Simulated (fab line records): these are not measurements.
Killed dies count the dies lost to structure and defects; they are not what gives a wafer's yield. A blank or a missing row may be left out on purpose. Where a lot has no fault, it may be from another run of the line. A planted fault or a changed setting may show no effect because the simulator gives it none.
Matching of chambers || flow n5-finfet || 4 sister chambers for N5_MOL_CONTACT_COAG_STRIP_96 on rie-diel-03
The step strips in N2/H2. 4 wafers are shown with their chamber, then 7 later ones without.

WAFERS WITH THEIR CHAMBER
{"wafer": "L087.1", "chamber": 0, "drypump-motor-current-A (A)": 5.9}
{"wafer": "L087.3", "chamber": 2, "drypump-motor-current-A (A)": 5.3}
{"wafer": "L091.3", "chamber": 3, "drypump-motor-current-A (A)": 5.2}
{"wafer": "L091.4", "chamber": 1, "drypump-motor-current-A (A)": 5.3}

WAFERS WITH NO CHAMBER GIVEN
{"wafer": "L091.5", "drypump-motor-current-A (A)": 5.3}
{"wafer": "L093.1", "drypump-motor-current-A (A)": 5.3}
{"wafer": "L093.4", "drypump-motor-current-A (A)": 5.3}
{"wafer": "L093.5", "drypump-motor-current-A (A)": 5.9}
{"wafer": "L097.2", "drypump-motor-current-A (A)": 5.2}
{"wafer": "L097.3", "drypump-motor-current-A (A)": 5.3}
{"wafer": "L097.5", "drypump-motor-current-A (A)": 5.8}

EACH ONE'S CHAMBER
{"wafer": "L091.5", "from the rows above": "can't be placed: 1 or 2", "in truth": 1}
{"wafer": "L093.1", "from the rows above": "can't be placed: 1 or 2", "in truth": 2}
{"wafer": "L093.4", "from the rows above": "can't be placed: 1 or 2", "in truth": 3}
{"wafer": "L093.5", "from the rows above": 0, "in truth": 0}
{"wafer": "L097.2", "from the rows above": 3, "in truth": 3}
{"wafer": "L097.3", "from the rows above": "can't be placed: 1 or 2", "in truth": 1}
{"wafer": "L097.5", "from the rows above": 0, "in truth": 0}
Correctly placed: 3 of 7. Cannot be placed on the basis of these rows: 4; the candidates contain the true chamber in 3. 0 placed wrongly.
How it was worked out, from the rows above alone: a wafer's distance from a chamber is the root of the sum, over the readings, of the square of ((its reading less the chamber's mean) divided by the reading's scatter). If the next closest chamber is less than 2 further off than the closest, the wafer can't be placed; otherwise it belongs to the closest. The mean given for a chamber averages the wafers shown for that chamber. The scatter: root of mean squared gap, hidden wafer to nearest shown wafer, with one shown wafer a chamber.
